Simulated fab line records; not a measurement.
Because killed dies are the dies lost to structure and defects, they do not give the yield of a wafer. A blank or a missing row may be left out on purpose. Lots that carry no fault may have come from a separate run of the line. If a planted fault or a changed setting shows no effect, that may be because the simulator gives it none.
fab line records :: flow n5Finfet
[record]
  lots = 5
  wafers = 15
  lastDay = 18
route steps=1938 shown BEOL_M12@1604
lots that met no fault: taken from a fault-free run of the same line
startH: hours from the record's first day to the start of the lot's first wafer shown :: waitH: hours since the lot's step before :: " same as the row above :: L1.1+2: a row that stands for several wafers :: - no value, or no start given :: * or withheld: withheld :: < > ~ a bound
route shown NAME@n: a module of which the file shows steps, and the number in the route of the first :: usual: average and standard deviation across the fault-free wafers :: same: alike in all rows :: chamber/n: place in a boat :: sites: readings site by site :: _std_site: their standard deviation :: _edge_site: mean of outer sites minus mean of inner sites :: radiusMm: for every site, how far away it sits from the centre of the wafer :: mask NAME#n: copy n :: behind: the last tool/chamber to shape the wafer :: hold: what put the lot on hold/how long, in hours/how the hold closed :: device: which transistor (n, p or np) failed to switch :: end of line: the route-end tests of the same wafers :: a step without rows: its recipe alone :: killed: dies lost to structure and defects at the first sort, not the wafer's yield :: map: per-die view of a wafer (x killed, . not killed, _ where there is no die)
set.NAME: setting as actually run; set.NAME@STEP: the setting as run at that earlier step :: model.NAME: the simulator's own value behind a step, which no gauge read
certain route steps with their lots: each step a table, each wafer a row
services: from which hour (startH, from the record's first day; less than 0 if before it) a tool's chamber was out of use, for how many hours, and why
[[steps]]
[step N5_BEOL_M12_COAT_58]
[recipe]
  resist = BARC
  tempC = 205
  timeS = 60
  spinRpm = 1500
  resistThkNm = 89
[step N5_BEOL_M12_COAT_04]
[recipe]
  spinRpm = 1625
  resistThkNm = 400
[step N5_BEOL_M12_EBR_06]
[recipe]
  solvent = PGMEA
  ebrWidthMm = 1.5
[step N5_BEOL_M12_SOFTBAKE_05]
[recipe]
  tempC = 130
  timeS = 60
[step N5_BEOL_M12_EXPOSE_07]
[recipe]
  maskId = V11
  na = 0.93
  sourceShape = conventional
  sigmaOuter = 0.6
  polarization = unpolarized
  attpsmPhaseDeg = 180
  doseMj = 32.5
[step N5_BEOL_M12_PEB_08]
[recipe]
  pebTempC = 130
  pebTimeS = 90
[step N5_BEOL_M12_DEVELOP_09]
[recipe]
  developTimeS = 45
  rinseLiquid = diw
  dry = airSpin
  devTempC = 21
[step N5_BEOL_M12_HARDBAKE_14]
[recipe]
  tempC = 130
  timeS = 120
[step N5_BEOL_M12_CD_MEAS_10]
[recipe]
  targetCdNm = 140
  landingEnergyEv = 500
  detector = seInlens
  polarity = opening
[usual]
  cdNm = 140.0/1.4
lot.wafer: L224.2
tool: cdSem-01
chamber: 0
startH: 254.54
waitH: -
cdNm: 139.5

lot.wafer: L224.3
tool: cdSem-01
chamber: 0
startH: 254.54
waitH: -
cdNm: 139.4

lot.wafer: L224.6
tool: cdSem-01
chamber: 0
startH: 254.54
waitH: -
cdNm: 137.2

lot.wafer: L235.2
tool: cdSem-01
chamber: 0
startH: 322.28
waitH: -
cdNm: 139.2

lot.wafer: L235.3
tool: cdSem-01
chamber: 0
startH: 322.28
waitH: -
cdNm: 140.8

lot.wafer: L235.6
tool: cdSem-01
chamber: 0
startH: 322.28
waitH: -
cdNm: 139.7

lot.wafer: L240.1
tool: cdSem-01
chamber: 0
startH: 370.23
waitH: -
cdNm: 137.3

lot.wafer: L240.2
tool: cdSem-01
chamber: 0
startH: 370.23
waitH: -
cdNm: 137.6

lot.wafer: L240.6
tool: cdSem-01
chamber: 0
startH: 370.23
waitH: -
cdNm: 139.3

lot.wafer: L241.2
tool: cdSem-02
chamber: 0
startH: 377.79
waitH: -
cdNm: 137.8

lot.wafer: L241.4
tool: cdSem-02
chamber: 0
startH: 377.79
waitH: -
cdNm: 139.0

lot.wafer: L241.6
tool: cdSem-02
chamber: 0
startH: 377.79
waitH: -
cdNm: 139.9

lot.wafer: L244.1
tool: cdSem-03
chamber: 0
startH: 381.10
waitH: -
cdNm: 140.5

lot.wafer: L244.3
tool: cdSem-03
chamber: 0
startH: 381.10
waitH: -
cdNm: 141.7

lot.wafer: L244.4
tool: cdSem-03
chamber: 0
startH: 381.10
waitH: -
cdNm: 140.5
[step N5_BEOL_M12_OVL_MEAS_11]
[recipe]
  pointsPerWafer = 44
[usual]
  V11_OVL = -2/5.7
lot.wafer: L224.2
tool: overlay-02
chamber: 0
startH: 254.57
waitH: 0.0
V11_OVL[nm]: -4

lot.wafer: L224.3
tool: overlay-02
chamber: 0
startH: 254.57
waitH: 0.0
V11_OVL[nm]: 2

lot.wafer: L224.6
tool: overlay-02
chamber: 0
startH: 254.57
waitH: 0.0
V11_OVL[nm]: 3

lot.wafer: L235.2
tool: overlay-02
chamber: 0
startH: 322.31
waitH: 0.0
V11_OVL[nm]: -5

lot.wafer: L235.3
tool: overlay-02
chamber: 0
startH: 322.31
waitH: 0.0
V11_OVL[nm]: 1

lot.wafer: L235.6
tool: overlay-02
chamber: 0
startH: 322.31
waitH: 0.0
V11_OVL[nm]: 0

lot.wafer: L240.1
tool: overlay-02
chamber: 0
startH: 370.26
waitH: 0.0
V11_OVL[nm]: -8

lot.wafer: L240.2
tool: overlay-02
chamber: 0
startH: 370.26
waitH: 0.0
V11_OVL[nm]: -6

lot.wafer: L240.6
tool: overlay-02
chamber: 0
startH: 370.26
waitH: 0.0
V11_OVL[nm]: 0

lot.wafer: L241.2
tool: overlay-02
chamber: 0
startH: 377.82
waitH: 0.0
V11_OVL[nm]: -3

lot.wafer: L241.4
tool: overlay-02
chamber: 0
startH: 377.82
waitH: 0.0
V11_OVL[nm]: 7

lot.wafer: L241.6
tool: overlay-02
chamber: 0
startH: 377.82
waitH: 0.0
V11_OVL[nm]: 5

lot.wafer: L244.1
tool: overlay-01
chamber: 0
startH: 381.13
waitH: 0.0
V11_OVL[nm]: -4

lot.wafer: L244.3
tool: overlay-01
chamber: 0
startH: 381.13
waitH: 0.0
V11_OVL[nm]: -9

lot.wafer: L244.4
tool: overlay-01
chamber: 0
startH: 381.13
waitH: 0.0
V11_OVL[nm]: 2
[step N5_BEOL_M12_INSPECT_12]
[recipe]
  mode = adi
  inspectInstrument = macro
[usual]
  rawDefectCount = 2.0/1.5
lot.wafer: L224.2
tool: defectInspect-02
chamber: -
startH: 254.60
waitH: 0.0
rawDefectCount: 2

lot.wafer: L224.3
tool: defectInspect-02
chamber: -
startH: 254.60
waitH: 0.0
rawDefectCount: 2

lot.wafer: L224.6
tool: defectInspect-02
chamber: -
startH: 254.60
waitH: 0.0
rawDefectCount: 0

lot.wafer: L235.2
tool: defectInspect-01
chamber: -
startH: 322.33
waitH: 0.0
rawDefectCount: 2

lot.wafer: L235.3
tool: defectInspect-01
chamber: -
startH: 322.33
waitH: 0.0
rawDefectCount: 1

lot.wafer: L235.6
tool: defectInspect-01
chamber: -
startH: 322.33
waitH: 0.0
rawDefectCount: 1

lot.wafer: L240.1
tool: defectInspect-01
chamber: -
startH: 370.29
waitH: 0.0
rawDefectCount: 2

lot.wafer: L240.2
tool: defectInspect-01
chamber: -
startH: 370.29
waitH: 0.0
rawDefectCount: 0

lot.wafer: L240.6
tool: defectInspect-01
chamber: -
startH: 370.29
waitH: 0.0
rawDefectCount: 0

lot.wafer: L241.2
tool: defectInspect-02
chamber: -
startH: 377.85
waitH: 0.0
rawDefectCount: 0

lot.wafer: L241.4
tool: defectInspect-02
chamber: -
startH: 377.85
waitH: 0.0
rawDefectCount: 2

lot.wafer: L241.6
tool: defectInspect-02
chamber: -
startH: 377.85
waitH: 0.0
rawDefectCount: 0

lot.wafer: L244.1
tool: defectInspect-02
chamber: -
startH: 381.15
waitH: 0.0
rawDefectCount: 2

lot.wafer: L244.3
tool: defectInspect-02
chamber: -
startH: 381.15
waitH: 0.0
rawDefectCount: 1

lot.wafer: L244.4
tool: defectInspect-02
chamber: -
startH: 381.15
waitH: 0.0
rawDefectCount: 2
[step N5_BEOL_M12_DESCUM_15]
[recipe]
  chemistry = O2
  timeS = 7.9
  sourcePowerW = 50
  biasPowerW = 20
  pressureMtorr = 20
  rfFrequencyHz = 2.712e+07
  tempC = 40
  o2FlowSccm = 225
[usual]
  drypumpMotorCurrentA = 5.9/0.39
  o2FlowSccm = 225.0/0.71
  oesProductAu = 0.80/0.08
  rfVppV = 243.6/1.6
  showerheadPlenumPTorr = 2.12/0.099
  throttleValvePct = 20.33/0.15
[same]
  timeS = 7.9
lot.wafer: L224.2
tool: rieDiel-02
chamber: 1
startH: 254.69
waitH: 0.1
drypumpMotorCurrentA: 5.5
o2FlowSccm: 224.6
oesProductAu: 0.79
rfHoursCounterH: 110
rfVppV: 244.4
showerheadPlenumPTorr: 2.19
throttleValvePct: 20.37

lot.wafer: L224.3
tool: rieDiel-02
chamber: 2
startH: 254.69
waitH: 0.1
drypumpMotorCurrentA: 6.4
o2FlowSccm: 226.5
oesProductAu: 0.96
rfHoursCounterH: 13
rfVppV: 243.2
showerheadPlenumPTorr: 2.05
throttleValvePct: 20.20

lot.wafer: L224.6
tool: rieDiel-02
chamber: 3
startH: 254.69
waitH: 0.1
drypumpMotorCurrentA: 5.9
o2FlowSccm: 226.1
oesProductAu: 0.71
rfHoursCounterH: -
rfVppV: 245.0
showerheadPlenumPTorr: 2.16
throttleValvePct: 20.27

lot.wafer: L235.2
tool: rieDiel-05
chamber: 0
startH: 322.50
waitH: 0.2
drypumpMotorCurrentA: 5.5
o2FlowSccm: 223.7
oesProductAu: 0.72
rfHoursCounterH: 208
rfVppV: 243.8
showerheadPlenumPTorr: 2.16
throttleValvePct: 20.28

lot.wafer: L235.3
tool: rieDiel-05
chamber: 1
startH: 322.50
waitH: 0.2
drypumpMotorCurrentA: 5.4
o2FlowSccm: 224.2
oesProductAu: 0.72
rfHoursCounterH: 185
rfVppV: 241.5
showerheadPlenumPTorr: 1.90
throttleValvePct: 20.57

lot.wafer: L235.6
tool: rieDiel-05
chamber: 0
startH: 322.50
waitH: 0.2
drypumpMotorCurrentA: 5.5
o2FlowSccm: 224.4
oesProductAu: 0.72
rfHoursCounterH: -
rfVppV: 245.4
showerheadPlenumPTorr: 2.16
throttleValvePct: 20.29

lot.wafer: L240.1
tool: rieDiel-05
chamber: 3
startH: 370.37
waitH: 0.1
drypumpMotorCurrentA: 6.3
o2FlowSccm: 225.7
oesProductAu: 0.87
rfHoursCounterH: 40
rfVppV: 243.7
showerheadPlenumPTorr: 2.14
throttleValvePct: 20.35

lot.wafer: L240.2
tool: rieDiel-05
chamber: 1
startH: 370.37
waitH: 0.1
drypumpMotorCurrentA: 5.4
o2FlowSccm: 225.1
oesProductAu: 0.71
rfHoursCounterH: 205
rfVppV: 239.7
showerheadPlenumPTorr: 1.90
throttleValvePct: 20.62

lot.wafer: L240.6
tool: rieDiel-05
chamber: 1
startH: 370.37
waitH: 0.1
drypumpMotorCurrentA: 5.4
o2FlowSccm: 225.2
oesProductAu: 0.71
rfHoursCounterH: -
rfVppV: 240.6
showerheadPlenumPTorr: 1.90
throttleValvePct: 20.62

lot.wafer: L241.2
tool: rieDiel-04
chamber: 2
startH: 377.91
waitH: 0.1
drypumpMotorCurrentA: 6.1
o2FlowSccm: 225.3
oesProductAu: 0.79
rfHoursCounterH: 129
rfVppV: 241.7
showerheadPlenumPTorr: 2.00
throttleValvePct: 20.62

lot.wafer: L241.4
tool: rieDiel-04
chamber: 3
startH: 377.91
waitH: 0.1
drypumpMotorCurrentA: 6.0
o2FlowSccm: 223.9
oesProductAu: 0.93
rfHoursCounterH: 13
rfVppV: 243.0
showerheadPlenumPTorr: 2.06
throttleValvePct: 20.10

lot.wafer: L241.6
tool: rieDiel-04
chamber: 0
startH: 377.91
waitH: 0.1
drypumpMotorCurrentA: 6.3
o2FlowSccm: 226.5
oesProductAu: 0.80
rfHoursCounterH: -
rfVppV: 244.8
showerheadPlenumPTorr: 2.20
throttleValvePct: 20.33

lot.wafer: L244.1
tool: rieDiel-02
chamber: 2
startH: 381.19
waitH: 0.0
drypumpMotorCurrentA: 6.4
o2FlowSccm: 224.9
oesProductAu: 0.87
rfHoursCounterH: 59
rfVppV: 241.7
showerheadPlenumPTorr: 2.03
throttleValvePct: 20.26

lot.wafer: L244.3
tool: rieDiel-02
chamber: 0
startH: 381.19
waitH: 0.0
drypumpMotorCurrentA: 5.3
o2FlowSccm: 225.6
oesProductAu: 0.77
rfHoursCounterH: 110
rfVppV: 244.8
showerheadPlenumPTorr: 2.19
throttleValvePct: 20.27

lot.wafer: L244.4
tool: rieDiel-02
chamber: 2
startH: 381.19
waitH: 0.0
drypumpMotorCurrentA: 6.4
o2FlowSccm: 225.2
oesProductAu: 0.87
rfHoursCounterH: -
rfVppV: 242.5
showerheadPlenumPTorr: 2.03
throttleValvePct: 20.28
[step N5_BEOL_M12_ETCH_59]
[recipe]
  chemistry = N2/H2
  target = BARC
  targetDepthA = 890
  overetchA = 267
  timeS = 67.9
  ionEnergyEv = 200
  pressureMtorr = 30
  sourceW = 840
  biasW = 150
  n2FlowSccm = 200
  h2FlowSccm = 200
[usual]
  biasW = 150.0/0.48
  drypumpMotorCurrentA = 5.9/0.39
  h2FlowSccm = 200.0/0.63
  n2FlowSccm = 199.9/0.58
  oesProductAu = 0.68/0.064
  rfVppV = 525/3.2
  showerheadPlenumPTorr = 2.58/0.11
  throttleValvePct = 17.82/0.17
[same]
  timeS = 67.9
lot.wafer: L224.2
tool: rieDiel-02
chamber: 1
startH: 254.73
waitH: 0.0
biasW: 150.0
drypumpMotorCurrentA: 5.5
h2FlowSccm: 199.4
n2FlowSccm: 200.3
oesProductAu: 0.68
rfHoursCounterH: 110
rfVppV: 527
showerheadPlenumPTorr: 2.66
throttleValvePct: 17.78
model.coat_of_BEOL_M12_COAT_04.thkNm: 320.4

lot.wafer: L224.3
tool: rieDiel-02
chamber: 2
startH: 254.73
waitH: 0.0
biasW: 150.0
drypumpMotorCurrentA: 6.4
h2FlowSccm: 200.0
n2FlowSccm: 199.7
oesProductAu: 0.80
rfHoursCounterH: 13
rfVppV: 523
showerheadPlenumPTorr: 2.50
throttleValvePct: 17.75
model.coat_of_BEOL_M12_COAT_04.thkNm: 319

lot.wafer: L224.6
tool: rieDiel-02
chamber: 3
startH: 254.73
waitH: 0.0
biasW: 149.7
drypumpMotorCurrentA: 5.9
h2FlowSccm: 198.7
n2FlowSccm: 200.7
oesProductAu: 0.61
rfHoursCounterH: -
rfVppV: 527
showerheadPlenumPTorr: 2.63
throttleValvePct: 17.85
model.coat_of_BEOL_M12_COAT_04.thkNm: 321

lot.wafer: L235.2
tool: rieDiel-05
chamber: 0
startH: 322.53
waitH: 0.0
biasW: 150.0
drypumpMotorCurrentA: 5.5
h2FlowSccm: 198.8
n2FlowSccm: 200.1
oesProductAu: 0.62
rfHoursCounterH: 208
rfVppV: 527
showerheadPlenumPTorr: 2.62
throttleValvePct: 17.76
model.coat_of_BEOL_M12_COAT_04.thkNm: 316.2

lot.wafer: L235.3
tool: rieDiel-05
chamber: 1
startH: 322.53
waitH: 0.0
biasW: 149.2
drypumpMotorCurrentA: 5.4
h2FlowSccm: 200.0
n2FlowSccm: 200.4
oesProductAu: 0.61
rfHoursCounterH: 185
rfVppV: 519
showerheadPlenumPTorr: 2.33
throttleValvePct: 18.12
model.coat_of_BEOL_M12_COAT_04.thkNm: 318

lot.wafer: L235.6
tool: rieDiel-05
chamber: 0
startH: 322.53
waitH: 0.0
biasW: 149.9
drypumpMotorCurrentA: 5.5
h2FlowSccm: 200.0
n2FlowSccm: 199.9
oesProductAu: 0.62
rfHoursCounterH: -
rfVppV: 526
showerheadPlenumPTorr: 2.62
throttleValvePct: 17.77
model.coat_of_BEOL_M12_COAT_04.thkNm: 317.4

lot.wafer: L240.1
tool: rieDiel-05
chamber: 3
startH: 370.41
waitH: 0.0
biasW: 150.6
drypumpMotorCurrentA: 6.3
h2FlowSccm: 199.8
n2FlowSccm: 199.7
oesProductAu: 0.74
rfHoursCounterH: 40
rfVppV: 525
showerheadPlenumPTorr: 2.59
throttleValvePct: 17.81
model.coat_of_BEOL_M12_COAT_04.thkNm: 318.6

lot.wafer: L240.2
tool: rieDiel-05
chamber: 1
startH: 370.41
waitH: 0.0
biasW: 149.9
drypumpMotorCurrentA: 5.4
h2FlowSccm: 200.7
n2FlowSccm: 198.9
oesProductAu: 0.61
rfHoursCounterH: 205
rfVppV: 517
showerheadPlenumPTorr: 2.32
throttleValvePct: 18.18
model.coat_of_BEOL_M12_COAT_04.thkNm: 318.6

lot.wafer: L240.6
tool: rieDiel-05
chamber: 1
startH: 370.41
waitH: 0.0
biasW: 149.1
drypumpMotorCurrentA: 5.4
h2FlowSccm: 200.0
n2FlowSccm: 200.5
oesProductAu: 0.61
rfHoursCounterH: -
rfVppV: 517
showerheadPlenumPTorr: 2.32
throttleValvePct: 18.16
model.coat_of_BEOL_M12_COAT_04.thkNm: 319

lot.wafer: L241.2
tool: rieDiel-04
chamber: 2
startH: 377.95
waitH: 0.0
biasW: 150.2
drypumpMotorCurrentA: 6.1
h2FlowSccm: 199.9
n2FlowSccm: 200.4
oesProductAu: 0.67
rfHoursCounterH: 129
rfVppV: 523
showerheadPlenumPTorr: 2.45
throttleValvePct: 18.15
model.coat_of_BEOL_M12_COAT_04.thkNm: 317.4

lot.wafer: L241.4
tool: rieDiel-04
chamber: 3
startH: 377.95
waitH: 0.0
biasW: 149.1
drypumpMotorCurrentA: 6.1
h2FlowSccm: 200.7
n2FlowSccm: 199.7
oesProductAu: 0.78
rfHoursCounterH: 13
rfVppV: 523
showerheadPlenumPTorr: 2.49
throttleValvePct: 17.54
model.coat_of_BEOL_M12_COAT_04.thkNm: 317.2

lot.wafer: L241.6
tool: rieDiel-04
chamber: 0
startH: 377.95
waitH: 0.0
biasW: 149.8
drypumpMotorCurrentA: 6.4
h2FlowSccm: 199.9
n2FlowSccm: 199.9
oesProductAu: 0.68
rfHoursCounterH: -
rfVppV: 526
showerheadPlenumPTorr: 2.66
throttleValvePct: 17.74
model.coat_of_BEOL_M12_COAT_04.thkNm: 318.4

lot.wafer: L244.1
tool: rieDiel-02
chamber: 2
startH: 381.22
waitH: 0.0
biasW: 150.7
drypumpMotorCurrentA: 6.4
h2FlowSccm: 200.0
n2FlowSccm: 199.9
oesProductAu: 0.74
rfHoursCounterH: 59
rfVppV: 523
showerheadPlenumPTorr: 2.48
throttleValvePct: 17.83
model.coat_of_BEOL_M12_COAT_04.thkNm: 316.8

lot.wafer: L244.3
tool: rieDiel-02
chamber: 0
startH: 381.22
waitH: 0.0
biasW: 175.7
drypumpMotorCurrentA: 5.3
h2FlowSccm: 200.5
n2FlowSccm: 200.7
oesProductAu: 0.65
rfHoursCounterH: 110
rfVppV: 583
showerheadPlenumPTorr: 2.67
throttleValvePct: 17.74
model.coat_of_BEOL_M12_COAT_04.thkNm: 313.6

lot.wafer: L244.4
tool: rieDiel-02
chamber: 2
startH: 381.22
waitH: 0.0
biasW: 150.5
drypumpMotorCurrentA: 6.4
h2FlowSccm: 199.9
n2FlowSccm: 200.2
oesProductAu: 0.73
rfHoursCounterH: -
rfVppV: 522
showerheadPlenumPTorr: 2.48
throttleValvePct: 17.83
model.coat_of_BEOL_M12_COAT_04.thkNm: 316.2
[step N5_BEOL_M12_VIA_ETCH_16]
[recipe]
  chemistry = C4F8/O2/Ar
  target = SiOC
  pressureMtorr = 30
  sourceW = 3000
  biasW = 700
  Ar_flow_sccm = 400
  C4F8_flow_sccm = 15
  O2_flow_sccm = 8
  heInnerTorr = 15
  heOuterTorr = 30
  targetDepthA = 7248
  timeS = withheld
  ionEnergyEv = 250
  ends = cleared
[usual]
  C4F8_flow_sccm = 14.99/0.047
  biasW = 699.9/1.9
  drypumpMotorCurrentA = 5.9/0.39
  oesProductAu = 0.72/0.071
  rfVppV = 666/4.2
  showerheadPlenumPTorr = 3.46/0.15
  throttleValvePct = 24.09/0.19
lot.wafer: L224.2
tool: rieDiel-02
chamber: 1
startH: 254.78
waitH: 0.0
C4F8_flow_sccm: 14.93
biasW: 698.0
drypumpMotorCurrentA: 5.5
oesProductAu: 0.70
rfVppV: 669
showerheadPlenumPTorr: 3.59
throttleValvePct: 24.22

lot.wafer: L224.3
tool: rieDiel-02
chamber: 2
startH: 254.78
waitH: 0.0
C4F8_flow_sccm: 15.06
biasW: 695.8
drypumpMotorCurrentA: 6.4
oesProductAu: 0.85
rfVppV: 666
showerheadPlenumPTorr: 3.34
throttleValvePct: 23.96

lot.wafer: L224.6
tool: rieDiel-02
chamber: 3
startH: 254.78
waitH: 0.0
C4F8_flow_sccm: 15.02
biasW: 700.5
drypumpMotorCurrentA: 5.9
oesProductAu: 0.64
rfVppV: 669
showerheadPlenumPTorr: 3.50
throttleValvePct: 23.93

lot.wafer: L235.2
tool: rieDiel-05
chamber: 0
startH: 322.59
waitH: 0.0
C4F8_flow_sccm: 14.98
biasW: 696.6
drypumpMotorCurrentA: 5.5
oesProductAu: 0.65
rfVppV: 667
showerheadPlenumPTorr: 3.51
throttleValvePct: 23.99

lot.wafer: L235.3
tool: rieDiel-05
chamber: 1
startH: 322.59
waitH: 0.0
C4F8_flow_sccm: 15.01
biasW: 697.3
drypumpMotorCurrentA: 5.4
oesProductAu: 0.65
rfVppV: 656
showerheadPlenumPTorr: 3.15
throttleValvePct: 24.44

lot.wafer: L235.6
tool: rieDiel-05
chamber: 0
startH: 322.59
waitH: 0.0
C4F8_flow_sccm: 14.91
biasW: 698.1
drypumpMotorCurrentA: 5.5
oesProductAu: 0.64
rfVppV: 669
showerheadPlenumPTorr: 3.51
throttleValvePct: 24.02

lot.wafer: L240.1
tool: rieDiel-05
chamber: 3
startH: 370.46
waitH: 0.0
C4F8_flow_sccm: 15.00
biasW: 702.8
drypumpMotorCurrentA: 6.3
oesProductAu: 0.79
rfVppV: 665
showerheadPlenumPTorr: 3.47
throttleValvePct: 24.11

lot.wafer: L240.2
tool: rieDiel-05
chamber: 1
startH: 370.46
waitH: 0.0
C4F8_flow_sccm: 14.98
biasW: 698.6
drypumpMotorCurrentA: 5.4
oesProductAu: 0.63
rfVppV: 658
showerheadPlenumPTorr: 3.14
throttleValvePct: 24.47

lot.wafer: L240.6
tool: rieDiel-05
chamber: 1
startH: 370.46
waitH: 0.0
C4F8_flow_sccm: 15.02
biasW: 701.3
drypumpMotorCurrentA: 5.4
oesProductAu: 0.64
rfVppV: 656
showerheadPlenumPTorr: 3.14
throttleValvePct: 24.47

lot.wafer: L241.2
tool: rieDiel-04
chamber: 2
startH: 378.00
waitH: 0.0
C4F8_flow_sccm: 15.10
biasW: 698.2
drypumpMotorCurrentA: 6.1
oesProductAu: 0.70
rfVppV: 661
showerheadPlenumPTorr: 3.30
throttleValvePct: 24.49

lot.wafer: L241.4
tool: rieDiel-04
chamber: 3
startH: 378.00
waitH: 0.0
C4F8_flow_sccm: 15.04
biasW: 703.7
drypumpMotorCurrentA: 6.1
oesProductAu: 0.84
rfVppV: 663
showerheadPlenumPTorr: 3.34
throttleValvePct: 23.78

lot.wafer: L241.6
tool: rieDiel-04
chamber: 0
startH: 378.00
waitH: 0.0
C4F8_flow_sccm: 14.96
biasW: 700.4
drypumpMotorCurrentA: 6.4
oesProductAu: 0.73
rfVppV: 669
showerheadPlenumPTorr: 3.57
throttleValvePct: 24.02

lot.wafer: L244.1
tool: rieDiel-02
chamber: 2
startH: 381.27
waitH: 0.0
C4F8_flow_sccm: 15.00
biasW: 701.8
drypumpMotorCurrentA: 6.4
oesProductAu: 0.79
rfVppV: 661
showerheadPlenumPTorr: 3.32
throttleValvePct: 24.03

lot.wafer: L244.3
tool: rieDiel-02
chamber: 0
startH: 381.27
waitH: 0.0
C4F8_flow_sccm: 15.01
biasW: 698.6
drypumpMotorCurrentA: 5.3
oesProductAu: 0.70
rfVppV: 669
showerheadPlenumPTorr: 3.57
throttleValvePct: 24.00

lot.wafer: L244.4
tool: rieDiel-02
chamber: 2
startH: 381.27
waitH: 0.0
C4F8_flow_sccm: 14.95
biasW: 700.3
drypumpMotorCurrentA: 6.4
oesProductAu: 0.78
rfVppV: 662
showerheadPlenumPTorr: 3.32
throttleValvePct: 24.03
[[services]]
tool: rieDiel-05
chamber: 0
startH: 267.67
hours: 7.6
kind: repair

tool: rieDiel-04
chamber: 1
startH: 277.22
hours: -
kind: clean

tool: rieDiel-04
chamber: 1
startH: 277.22
hours: -
kind: consumableReplace:focusRing

tool: rieDiel-04
chamber: 1
startH: 277.22
hours: -
kind: consumableReplace:showerhead

tool: rieDiel-04
chamber: 1
startH: 277.22
hours: 13.6
kind: scheduledDown

tool: rieDiel-04
chamber: 1
startH: 277.22
hours: 13.6
kind: ventCycle

tool: rieDiel-02
chamber: 3
startH: 321.37
hours: 8.5
kind: repair

tool: rieDiel-04
chamber: 3
startH: 323.22
hours: -
kind: clean

tool: rieDiel-04
chamber: 3
startH: 323.22
hours: -
kind: consumableReplace:focusRing

tool: rieDiel-04
chamber: 3
startH: 323.22
hours: 13.6
kind: scheduledDown

tool: rieDiel-04
chamber: 3
startH: 323.22
hours: 13.6
kind: ventCycle

tool: rieDiel-05
chamber: 3
startH: 337.33
hours: 15.2
kind: repair

tool: rieDiel-02
chamber: 1
startH: 356.92
hours: 13.5
kind: repair
[[key]]
[firstSign]
  step = N5_BEOL_M12_ETCH_59
  reading = biasW
  direction = up
  sigmas = 54
  usual = *
  struck = *
[effect]
  step = N5_BEOL_M12_ETCH_59
  reading = rfVppV
  direction = up
  sigmas = 18
  usual = 525
  struck = 583
[modelEffect]
  step = N5_BEOL_M12_ETCH_59
  value = coat_of_BEOL_M12_COAT_04.thkNm
  without = 316.8
  struck = 313.6
metAt N5_BEOL_M12_ETCH_59
struckWafers L244.3
[fault]
  kind = processParameterDrift
  tool = rieDiel-02
  chamber = 0
  onsetH = 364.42
  steps = N5_BEOL_M12_ETCH_59
  channel = biasW
  offset = *
  shape = step
  endH = 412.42
  actsIn = *
  stated = *
